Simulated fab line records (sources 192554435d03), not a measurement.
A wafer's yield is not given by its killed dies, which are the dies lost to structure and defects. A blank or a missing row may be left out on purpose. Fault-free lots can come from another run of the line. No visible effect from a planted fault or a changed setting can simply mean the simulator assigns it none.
Which tool is to blame? ; flow n5_finfet ; 24 lots with 72 wafers sampled at 5 steps, on a route of 1938 steps

WHAT EACH GAUGE READ, for each wafer
N5_ILD0_INSPECT_06: inspects for defects (darkfield). Usual: 40 for raw_defect_count, sd 18.
lot;measured;on;raw_defect_count;flag
L074;day 3 17:37;defect_inspect-01;34 16 40;
L075;day 4 04:34;defect_inspect-01;23 67 19;
L076;day 4 08:26;defect_inspect-01;29 24 49;
L077;day 4 10:30;defect_inspect-02;50 49 37;
L078;day 4 20:22;defect_inspect-01;31 24 44;
L079;day 4 23:40;defect_inspect-02;44 42 37;
L080;day 5 05:52;defect_inspect-02;29 47 32;
L081;day 5 09:57;defect_inspect-02;56 50 64;
L082;day 5 19:55;defect_inspect-02;58 55 57;
L083;day 6 00:04;defect_inspect-02;29 21 33;
L084;day 6 09:04;defect_inspect-02;39 25 34;
L085;day 6 15:31;defect_inspect-02;35 28 21;
L086;day 6 19:33;defect_inspect-01;46 40 27;
L087;day 6 21:44;defect_inspect-01;23 32 55;
L088;day 7 10:07;defect_inspect-01;33 54 22;
L089;day 7 12:40;defect_inspect-02;105 65 93;
L090;day 7 20:49;defect_inspect-01;24 56 22;
L091;day 8 02:14;defect_inspect-02;50 41 26;
L092;day 8 07:22;defect_inspect-02;38 45 34;
L093;day 8 11:50;defect_inspect-01;48 33 43;
L094;day 8 21:56;defect_inspect-02;24 12 10;
L095;day 9 00:09;defect_inspect-02;26 34 37;
L096;day 9 05:22;defect_inspect-02;48 12 36;
L097;day 9 11:21;defect_inspect-02;35 38 45;

N5_SDB_CD_MEAS_11: the cd target is 50 nm. Usual: 49.7 nm for cd_nm, sd 1.2.
lot;measured;on;cd_nm (nm);flag
L074;day 3 17:58;cd_sem-01;50.0 49.6 50.5;
L075;day 4 05:05;cd_sem-01;50.5 51.6 51.7;
L076;day 4 08:55;cd_sem-02;49.5 47.8 49.0;
L077;day 4 10:59;cd_sem-01;51.4 49.4 50.8;
L078;day 4 20:51;cd_sem-01;46.7 48.7 48.2;
L079;day 5 00:09;cd_sem-03;50.1 51.0 50.9;
L080;day 5 06:21;cd_sem-01;49.1 47.9 48.6;
L081;day 5 10:26;cd_sem-03;48.1 49.1 49.5;
L082;day 5 20:24;cd_sem-01;48.5 47.9 46.6;
L083;day 6 00:27;cd_sem-02;50.5 49.6 50.3;
L084;day 6 09:34;cd_sem-01;50.4 50.4 51.8;
L085;day 6 16:00;cd_sem-02;51.4 49.3 49.0;
L086;day 6 20:04;cd_sem-01;49.7 50.3 48.9;
L087;day 6 22:13;cd_sem-03;49.7 51.3 51.4;
L088;day 7 10:29;cd_sem-02;47.8 49.5 47.8;
L089;day 7 13:11;cd_sem-02;48.7 49.5 49.9;
L090;day 7 21:12;cd_sem-03;50.1 51.2 49.8;
L091;day 8 02:44;cd_sem-03;49.0 48.7 49.9;
L092;day 8 07:51;cd_sem-03;48.6 49.1 50.3;
L093;day 8 12:19;cd_sem-03;51.5 49.8 51.4;
L094;day 8 22:25;cd_sem-01;49.0 49.8 48.1;
L095;day 9 00:38;cd_sem-01;49.1 48.6 50.2;
L096;day 9 05:52;cd_sem-02;51.6 51.1 51.9;
L097;day 9 11:50;cd_sem-02;50.2 50.9 50.3;

N5_SDB_THK_MEAS_31. Usual: SDB_THK typically reads 64.1 nm, with standard deviation 0.99.
lot;measured;on;SDB_THK (nm);flag
L074;day 3 22:41;film_metro-02;63.5 61.8 64.1;
L075;day 4 09:00;film_metro-01;65.5 64.8 64.3;
L076;day 4 14:04;film_metro-02;65.8 64.4 64.0;
L077;day 4 14:56;film_metro-01;64.2 63.6 64.1;
L078;day 5 00:52;film_metro-01;63.8 63.6 63.0;
L079;day 5 04:03;film_metro-02;64.0 65.2 65.0;
L080;day 5 10:36;film_metro-02;64.2 65.2 63.6;
L081;day 5 14:28;film_metro-02;64.1 66.8 65.6;
L082;day 6 00:19;film_metro-02;64.2 62.7 64.7;
L083;day 6 05:18;film_metro-02;64.5 63.6 63.0;
L084;day 6 13:32;film_metro-01;63.5 63.4 64.2;
L085;day 6 19:55;film_metro-02;65.4 63.9 64.4;
L086;day 6 23:59;film_metro-01;64.6 63.9 63.6;
L087;day 7 02:08;film_metro-02;65.0 64.5 63.9;
L088;day 7 15:07;film_metro-02;64.3 63.1 63.8;
L089;day 7 17:49;film_metro-02;64.7 65.6 65.3;
L090;day 8 01:07;film_metro-01;64.8 63.2 62.5;
L091;day 8 06:40;film_metro-01;65.3 66.4 63.9;
L092;day 8 12:23;film_metro-02;63.6 64.4 61.6;
L093;day 8 16:20;film_metro-02;64.2 64.2 63.2;
L094;day 9 02:32;film_metro-02;63.1 63.8 62.8;
L095;day 9 04:37;film_metro-01;63.2 63.9 65.1;
L096;day 9 09:46;film_metro-01;64.0 64.9 63.0;
L097;day 9 15:51;film_metro-02;63.7 64.0 65.3;

TOOL THAT RAN EACH LOT (tool first, then ch and the chambers of the sampled wafers, then the start)
lot;N5_SD_EPI_P_SD_RECESS_17;N5_SDB_STRIP_21
L074;rie_si-03 ch 0,3, day 3 06:29;rie_diel-06 ch 0,2, day 3 18:31
L075;rie_si-04 ch 0,1,3, day 3 16:48;rie_diel-06 ch 1,2, day 4 05:23
L076;rie_si-04 ch 2,3, day 3 20:55;rie_diel-03 ch 1,2, day 4 09:13
L077;rie_si-04 ch 0,1,2, day 4 00:18;rie_diel-06 ch 0,1, day 4 11:17
L078;rie_si-03 ch 1,2,3, day 4 09:37;rie_diel-06 ch 0,1, day 4 21:09
L079;rie_si-04 ch 0,1,3, day 4 12:23;rie_diel-04 ch 2,3, day 5 00:26
L080;rie_si-04 ch 1,2,3, day 4 18:55;rie_diel-03 ch 0,1,2, day 5 06:38
L081;rie_si-04 ch 1,2,3, day 4 23:36;rie_diel-03 ch 0,2, day 5 10:52
L082;rie_si-05 ch 0,1,3, day 5 09:35;rie_diel-03 ch 1,2, day 5 20:42
L083;rie_si-03 ch 1,2,3, day 5 13:01;rie_diel-03 ch 0,2,3, day 6 00:45
L084;rie_si-04 ch 1,2, day 5 23:01;rie_diel-06 ch 1,3, day 6 09:51
L085;rie_si-04 ch 0,2,3, day 6 04:00;rie_diel-04 ch 0,1,3, day 6 16:18
L086;rie_si-03 ch 0,1, day 6 07:19;rie_diel-04 ch 0,2, day 6 20:22
L087;rie_si-05 ch 1,2, day 6 11:36;rie_diel-06 ch 0,1,3, day 6 22:31
L088;rie_si-03 ch 0,1, day 6 20:34;rie_diel-03 ch 1,2, day 7 10:46
L089;rie_si-05 ch 1,2,3, day 7 01:37;rie_diel-04 ch 0,1,3, day 7 13:46
L090;rie_si-05 ch 0,2,3, day 7 09:46;rie_diel-06 ch 0,1,3, day 7 21:29
L091;rie_si-04 ch 0,2,3, day 7 15:13;rie_diel-04 ch 0,1, day 8 03:02
L092;rie_si-05 ch 0,3, day 7 19:19;rie_diel-04 ch 0,1, day 8 08:29
L093;rie_si-05 ch 0,2, day 8 01:35;rie_diel-04 ch 2,3, day 8 12:43
L094;rie_si-05 ch 1,2, day 8 09:32;rie_diel-03 ch 0,1, day 8 22:50
L095;rie_si-04 ch 1,2, day 8 12:54;rie_diel-04 ch 1,3, day 9 01:00
L096;rie_si-03 ch 0,1, day 8 17:42;rie_diel-03 ch 1,2,3, day 9 06:09
L097;rie_si-03 ch 0,1,2, day 8 23:14;rie_diel-06 ch 0,1,3, day 9 12:14
- N5_SD_EPI_P_SD_RECESS_17: chemistry HBr/Cl2/O2, target depth 39.1 nm, bt time 3 s.
- N5_SDB_STRIP_21: strips in CF4.

WHAT THE TOOLS THEMSELVES READ (means of the sampled wafers that have a number; where no wafer has one, the mark that the record gives instead)
N5_SD_EPI_P_SD_RECESS_17. Usual: drypump_motor_current_A 5.7 A, standard deviation 0.4; oes_o_777_au 1.002 a.u., standard deviation 0.02; oes_product_au 1.002 a.u., standard deviation 0.015; throttle_valve_pct 37.0 %, standard deviation 0.35.
lot;tool;drypump_motor_current_A (A);oes_o_777_au (a.u.);oes_product_au (a.u.);throttle_valve_pct (%);flag
L074;rie_si-03;5.7;0.977;0.987;37.2;
L075;rie_si-04;5.4;1.001;0.996;37.1;
L076;rie_si-04;6.1;1.007;1.015;37.0;
L077;rie_si-04;5.5;1.004;1.002;36.7;
L078;rie_si-03;6.1;1.006;0.993;37.0;
L079;rie_si-04;5.4;1.004;1.006;37.1;
L080;rie_si-04;5.7;1.006;1.001;37.0;
L081;rie_si-04;5.7;1.003;1.001;37.0;
L082;rie_si-05;5.5;1.012;1.009;37.1;
L083;rie_si-03;6.2;1.007;0.998;37.0;
L084;rie_si-04;5.4;1.008;0.998;36.7;
L085;rie_si-04;5.7;1.002;1.012;37.0;
L086;rie_si-03;5.8;0.971;0.988;37.2;
L087;rie_si-05;5.5;1.019;1.022;37.5;
L088;rie_si-03;5.8;0.968;0.994;37.2;
L089;rie_si-05;5.6;1.025;1.019;37.1;
L090;rie_si-05;5.5;1.012;1.007;37.0;
L091;rie_si-04;5.8;1.001;1.010;37.0;
L092;rie_si-05;5.6;1.019;1.007;36.8;
L093;rie_si-05;5.5;1.010;1.002;37.2;
L094;rie_si-05;5.5;1.014;1.025;37.5;
L095;rie_si-04;5.8;1.006;1.008;36.7;
L096;rie_si-03;5.8;0.971;0.998;37.2;
L097;rie_si-03;6.0;0.988;0.994;37.1;

N5_SDB_STRIP_21. Usual: drypump_motor_current_A 5.7 A, standard deviation 0.51; oes_product_au 0.79 a.u., standard deviation 0.087; rf_vpp_V 271.3 V, standard deviation 1.4; showerhead_plenum_p_Torr 1.80 Torr, standard deviation 0.065; throttle_valve_pct 13.56 %, standard deviation 0.24.
lot;tool;drypump_motor_current_A (A);oes_product_au (a.u.);rf_vpp_V (V);showerhead_plenum_p_Torr (Torr);throttle_valve_pct (%);flag
L074;rie_diel-06;5.4;0.70;271.9;1.85;13.85;
L075;rie_diel-06;5.5;0.80;272.4;1.87;13.66;
L076;rie_diel-03;5.8;0.86;271.2;1.77;13.42;
L077;rie_diel-06;5.5;0.78;272.7;1.87;13.76;
L078;rie_diel-06;5.5;0.77;272.5;1.87;13.77;
L079;rie_diel-04;6.1;0.71;271.8;1.78;13.64;
L080;rie_diel-03;5.7;0.83;272.2;1.82;13.45;
L081;rie_diel-03;5.5;0.84;270.8;1.80;13.56;
L082;rie_diel-03;6.1;0.83;271.7;1.79;13.34;
L083;rie_diel-03;5.5;0.83;271.6;1.79;13.47;
L084;rie_diel-06;5.6;0.93;272.7;1.92;13.47;
L085;rie_diel-04;5.5;0.77;270.3;1.75;13.46;
L086;rie_diel-04;6.2;0.73;270.0;1.76;13.81;
L087;rie_diel-06;5.4;0.94;272.6;1.89;13.47;
L088;rie_diel-03;5.9;0.83;270.4;1.77;13.48;
L089;rie_diel-04;5.5;0.75;270.4;1.75;13.46;
L090;rie_diel-06;5.4;0.92;273.2;1.89;13.49;
L091;rie_diel-04;5.2;0.79;269.5;1.73;13.45;
L092;rie_diel-04;5.4;0.77;269.6;1.73;13.44;
L093;rie_diel-04;6.1;0.70;270.8;1.78;13.69;
L094;rie_diel-03;5.9;0.79;271.5;1.83;13.40;
L095;rie_diel-04;5.8;0.71;270.6;1.76;13.51;
L096;rie_diel-03;5.9;0.80;269.6;1.76;13.43;
L097;rie_diel-06;5.4;0.89;272.8;1.88;13.52;

THE ANSWER, worked out from the rows above alone
Rule: a lot is off if the mean of its wafers that have a number lies more than 3 standard deviations from the usual mean. Also off: a lot with no number at a reading for which 4 or more lots have one. All remaining lots with rows at the step are treated as sound. After the gauges, taken in route order, come the tools' own readings; for these a lot's mean is taken, as printed above. The first step at which some lot is off is used, and at that step the reading that is off furthest; a lot without a number counts as furthest.
No lot is off on any of the readings shown, so nothing can be concluded from this.

WHAT THE SIMULATOR PUT IN
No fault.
